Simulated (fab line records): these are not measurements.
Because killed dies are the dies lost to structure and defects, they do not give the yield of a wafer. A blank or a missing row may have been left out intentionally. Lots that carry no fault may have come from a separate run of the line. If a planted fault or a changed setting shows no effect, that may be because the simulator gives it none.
Chamber matching + flow n5 finfet + rie diel-01 running N5_SDB_HM_OPEN_20: 4 sister chambers
The step chemistry CH3F/O2, target SiNx, stops on poly-Si, target depth 24 nm. 16 wafers are shown with their chamber, then 8 later ones without.

WAFERS PAIRED WITH THEIR CHAMBERS
| wafer  | chamber | drypump motor current A (A) | throttle valve pct (%) | oes product au (a.u.) |
|--------|---------|-----------------------------|------------------------|-----------------------|
| L077.2 | 1       | 5.63                        | 16.26                  | 0.58                  |
| L077.3 | 2       | 5.77                        | 16.43                  | 0.62                  |
| L077.5 | 0       | 5.32                        | 16.29                  | 0.61                  |
| L078.3 | 2       | 5.75                        | 16.42                  | 0.62                  |
| L078.4 | 0       | 5.34                        | 16.28                  | 0.63                  |
| L078.6 | 1       | 5.62                        | 16.26                  | 0.59                  |
| L081.4 | 3       | 5.27                        | 16.01                  | 0.77                  |
| L081.5 | 3       | 5.26                        | 16.02                  | 0.77                  |
| L081.6 | 0       | 5.33                        | 16.30                  | 0.61                  |
| L082.1 | 1       | 5.62                        | 16.29                  | 0.57                  |
| L082.2 | 2       | 5.77                        | 16.44                  | 0.62                  |
| L082.4 | 3       | 5.26                        | 16.02                  | 0.79                  |
| L083.1 | 2       | 5.78                        | 16.43                  | 0.63                  |
| L083.4 | 0       | 5.32                        | 16.31                  | 0.63                  |
| L083.5 | 3       | 5.24                        | 16.04                  | 0.79                  |
| L084.4 | 2       | 5.77                        | 16.46                  | 0.60                  |

SIGNATURES, as means of the wafers listed above
| reading                 | chamber 0 | chamber 1 | chamber 2 | chamber 3 | scatter within a chamber |
|-------------------------|-----------|-----------|-----------|-----------|--------------------------|
| drypump motor current A | 5.3275    | 5.6233    | 5.7680    | 5.2575    | 0.0104                   |
| throttle valve pct      | 16.2950   | 16.2700   | 16.4360   | 16.0225   | 0.0144                   |
| oes product au          | 0.6200    | 0.5800    | 0.6180    | 0.7800    | 0.0111                   |
Rule: for a wafer and a chamber, the distance is found by dividing, reading by reading, the gap between the wafer's reading and the chamber's mean by the reading's scatter, squaring, summing and taking the root. The wafer belongs to the nearest chamber; if the next one is less than 2 further off, it can't be placed. The scatter: the root of (the sum of the squares of (reading less its chamber's mean) over the shown wafers, divided by (wafers less chambers)).

WAFERS WITH NO CHAMBER GIVEN
| wafer  | drypump motor current A (A) | throttle valve pct (%) | oes product au (a.u.) |
|--------|-----------------------------|------------------------|-----------------------|
| L084.5 | 5.32                        | 16.32                  | 0.61                  |
| L084.6 | 5.25                        | 16.03                  | 0.79                  |
| L087.2 | 5.31                        | 16.29                  | 0.59                  |
| L087.3 | 5.63                        | 16.31                  | 0.56                  |
| L087.4 | 5.25                        | 16.02                  | 0.74                  |
| L096.2 | 5.25                        | 16.08                  | 0.70                  |
| L096.3 | 5.32                        | 16.34                  | 0.58                  |
| L096.5 | 5.32                        | 16.38                  | 0.59                  |

WHICH CHAMBER EACH WENT THROUGH
| wafer  | from the rows above | in truth |
|--------|---------------------|----------|
| L084.5 | 0                   | 0        |
| L084.6 | 3                   | 3        |
| L087.2 | 0                   | 0        |
| L087.3 | 1                   | 1        |
| L087.4 | 3                   | 3        |
| L096.2 | 3                   | 3        |
| L096.3 | 0                   | 0        |
| L096.5 | 0                   | 0        |
Correct placement for 8 of the 8. Not placeable from these rows: 0. 0 placed wrongly.
